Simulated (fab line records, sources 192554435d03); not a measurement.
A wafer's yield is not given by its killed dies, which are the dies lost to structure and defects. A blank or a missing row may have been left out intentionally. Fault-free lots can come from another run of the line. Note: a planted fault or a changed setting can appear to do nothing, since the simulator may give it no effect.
Which tool did it? + flow n5_finfet + 42 wafers from 14 lots sampled at 4 of the route's 1938 steps

## WHAT THE GAUGES SHOWED, per wafer
N5_HKMG_FIN_OVL_MEAS_50.
| lot  | measured    | on         | NDIPOLE_OVL (nm) |
|------|-------------|------------|------------------|
| L489 | day 3 23:15 | overlay-01 | 0.4 0.1 -0.3     |
| L490 | day 4 07:27 | overlay-01 | 0.3 0.3 0.5      |
| L491 | day 4 13:10 | overlay-01 | -1.3 -0.9 -0.9   |
| L492 | day 4 17:34 | overlay-02 | -0.4 -0.4 0.5    |
| L493 | day 5 01:16 | overlay-02 | -1.6 -1.6 -1.5   |
| L494 | day 5 08:20 | overlay-01 | -0.8 0.4 -0.3    |
| L497 | day 6 02:02 | overlay-02 | 1.1 0.8 1.3      |
| L502 | day 7 05:38 | overlay-02 | - - -            |
| L503 | day 7 08:42 | overlay-02 | - - -            |
| L506 | day 8 04:15 | overlay-02 | -0.2 -1.2 -1.2   |
| L507 | day 8 11:24 | overlay-02 | 1.3 -0.3 -0.6    |
| L509 | day 9 00:25 | overlay-01 | -0.1 -1.1 -0.5   |
| L510 | day 9 03:55 | overlay-01 | 0.1 -1.2 -1.0    |
| L511 | day 9 16:25 | overlay-01 | -0.6 0.8 0.2     |

## TOOL THAT RAN EACH LOT (tool first, then ch and the chambers of the sampled wafers, then the start)
| lot  | N5_HKMG_FIN_HK_ALD_01           | N5_HKMG_FIN_ALD_75              | N5_HKMG_FIN_PEB_47               |
|------|---------------------------------|---------------------------------|----------------------------------|
| L489 | ald_hk-03 ch 0,1,3, day 3 22:17 | ald_hk-01 ch 1,2,3, day 3 22:45 | litho_track-05 ch 0, day 3 23:09 |
| L490 | ald_hk-02 ch 0,2,3, day 4 06:28 | ald_hk-03 ch 1,2,3, day 4 06:57 | litho_track-02 ch 0, day 4 07:21 |
| L491 | ald_hk-02 ch 0,2,3, day 4 12:17 | ald_hk-03 ch 0,1,2, day 4 12:48 | litho_track-05 ch 0, day 4 13:05 |
| L492 | ald_hk-02 ch 0,1,3, day 4 16:35 | ald_hk-03 ch 1,3, day 4 17:04   | litho_track-03 ch 0, day 4 17:28 |
| L493 | ald_hk-01 ch 0,1,2, day 5 00:11 | ald_hk-02 ch 0,1,3, day 5 00:46 | litho_track-03 ch 0, day 5 01:10 |
| L494 | ald_hk-03 ch 0,2,3, day 5 07:27 | ald_hk-01 ch 1,2,3, day 5 07:58 | litho_track-02 ch 0, day 5 08:14 |
| L497 | ald_hk-01 ch 2,3, day 6 00:56   | ald_hk-02 ch 1,3, day 6 01:33   | litho_track-03 ch 0, day 6 01:57 |
| L502 | ald_hk-01 ch 2,3, day 7 04:37   | ald_hk-02 ch 0,2, day 7 05:09   | litho_track-02, day 7 05:33      |
| L503 | ald_hk-01 ch 0,3, day 7 07:51   | ald_hk-02 ch 0,1,3, day 7 08:20 | litho_track-02, day 7 08:36      |
| L506 | ald_hk-03 ch 0,2,3, day 8 03:08 | ald_hk-02 ch 0,2,3, day 8 03:46 | litho_track-05 ch 0, day 8 04:09 |
| L507 | ald_hk-02 ch 0,3, day 8 10:24   | ald_hk-01 ch 0,3, day 8 10:55   | litho_track-02 ch 0, day 8 11:19 |
| L509 | ald_hk-03 ch 0,1,2, day 8 23:34 | ald_hk-03 ch 1,2, day 9 00:03   | litho_track-05 ch 0, day 9 00:20 |
| L510 | ald_hk-01 ch 0,1,3, day 9 03:02 | ald_hk-03 ch 0,1,2, day 9 03:32 | litho_track-03 ch 0, day 9 03:49 |
| L511 | ald_hk-02 ch 0,2,3, day 9 15:26 | ald_hk-01 ch 1,2,3, day 9 15:55 | litho_track-02 ch 0, day 9 16:19 |
- N5_HKMG_FIN_HK_ALD_01: deposits HfO2, target thk 1.6 nm, pulse time 3 s, purge time 3 s.
- N5_HKMG_FIN_ALD_75: deposits Al2O3, target thk 1 nm, co reactant pulse time 1 s.
- N5_HKMG_FIN_PEB_47: peb time 60 s.

## WHAT THE TOOLS THEMSELVES READ (means of the sampled wafers that have a number; where no wafer has one, the mark that the record gives instead)
N5_HKMG_FIN_HK_ALD_01.
| lot  | tool      | precursor_pulse_height_rel |
|------|-----------|----------------------------|
| L489 | ald_hk-03 | 0.994                      |
| L490 | ald_hk-02 | 0.984                      |
| L491 | ald_hk-02 | 0.994                      |
| L492 | ald_hk-02 | 0.986                      |
| L493 | ald_hk-01 | 0.989                      |
| L494 | ald_hk-03 | 1.014                      |
| L497 | ald_hk-01 | 0.992                      |
| L502 | ald_hk-01 | 1.007                      |
| L503 | ald_hk-01 | 1.021                      |
| L506 | ald_hk-03 | 0.994                      |
| L507 | ald_hk-02 | 1.014                      |
| L509 | ald_hk-03 | 0.995                      |
| L510 | ald_hk-01 | 0.995                      |
| L511 | ald_hk-02 | 0.987                      |

N5_HKMG_FIN_ALD_75.
| lot  | tool      | heater_power_w (W) | precursor_pulse_height_rel |
|------|-----------|--------------------|----------------------------|
| L489 | ald_hk-01 | 149                | 1.005                      |
| L490 | ald_hk-03 | 163                | 0.998                      |
| L491 | ald_hk-03 | 151                | 1.002                      |
| L492 | ald_hk-03 | 156                | 1.006                      |
| L493 | ald_hk-02 | 155                | 0.994                      |
| L494 | ald_hk-01 | 151                | 0.997                      |
| L497 | ald_hk-02 | 150                | 1.002                      |
| L502 | ald_hk-02 | 152                | 1.008                      |
| L503 | ald_hk-02 | 152                | 0.995                      |
| L506 | ald_hk-02 | 148                | 1.003                      |
| L507 | ald_hk-01 | 152                | 1.036                      |
| L509 | ald_hk-03 | 156                | 1.003                      |
| L510 | ald_hk-03 | 152                | 0.997                      |
| L511 | ald_hk-01 | 148                | 0.999                      |

N5_HKMG_FIN_PEB_47.
| lot  | tool           | chill_plate_temp_C (C) | exhaust_pa (Pa) |
|------|----------------|------------------------|-----------------|
| L489 | litho_track-05 | 23.13                  | 45.5            |
| L490 | litho_track-02 | 22.95                  | 46.2            |
| L491 | litho_track-05 | 23.02                  | 44.8            |
| L492 | litho_track-03 | 22.97                  | 46.5            |
| L493 | litho_track-03 | 23.02                  | 44.0            |
| L494 | litho_track-02 | 22.85                  | 44.9            |
| L497 | litho_track-03 | 23.02                  | 46.2            |
| L502 | litho_track-02 | -                      | -               |
| L503 | litho_track-02 | -                      | -               |
| L506 | litho_track-05 | 23.08                  | 44.6            |
| L507 | litho_track-02 | 22.98                  | 45.3            |
| L509 | litho_track-05 | 22.96                  | 45.5            |
| L510 | litho_track-03 | 23.11                  | 43.9            |
| L511 | litho_track-02 | 22.85                  | 44.1            |

## THE ANSWER, worked out from the rows above alone
Rule: what is usual is taken from the lots themselves. Put in order of their means at a reading, lots are off if they are a third of the lots or fewer, leave a main group of 4 or more, and stand apart from it by a gap of 3 or more times the standard deviation of the main group's means; of several such gaps the widest counts. A main group whose means are all the same, to the digits that the tables above print for the reading, isn't used. Also off: a lot with no number at a reading for which 4 or more lots have one. Any other lot the step has rows for is counted as sound. Order of review: gauges by route order, followed by the tools' own readings, for which a lot's mean as printed above is used. At the first step where some lot is off, the reading lying furthest off is the one used; lots without a number count as furthest.
Off: L502, L503, at N5_HKMG_FIN_OVL_MEAS_50 (NDIPOLE_OVL). Without a number there: L502, L503. Mean -0.3 nm and standard deviation 0.68 in the main group.
A tool fits if, at a process step before that reading, it ran every lot that is off, and no sound lot after the first of them. Not tried: the gauges at N5_HKMG_FIN_OVL_MEAS_50; whatever is off there is also off at N5_HKMG_FIN_HK_ALD_01, on other tools, and gauge error can't account for it. Of those tried, none fits.

## WHAT THE SIMULATOR HAD INSERTED
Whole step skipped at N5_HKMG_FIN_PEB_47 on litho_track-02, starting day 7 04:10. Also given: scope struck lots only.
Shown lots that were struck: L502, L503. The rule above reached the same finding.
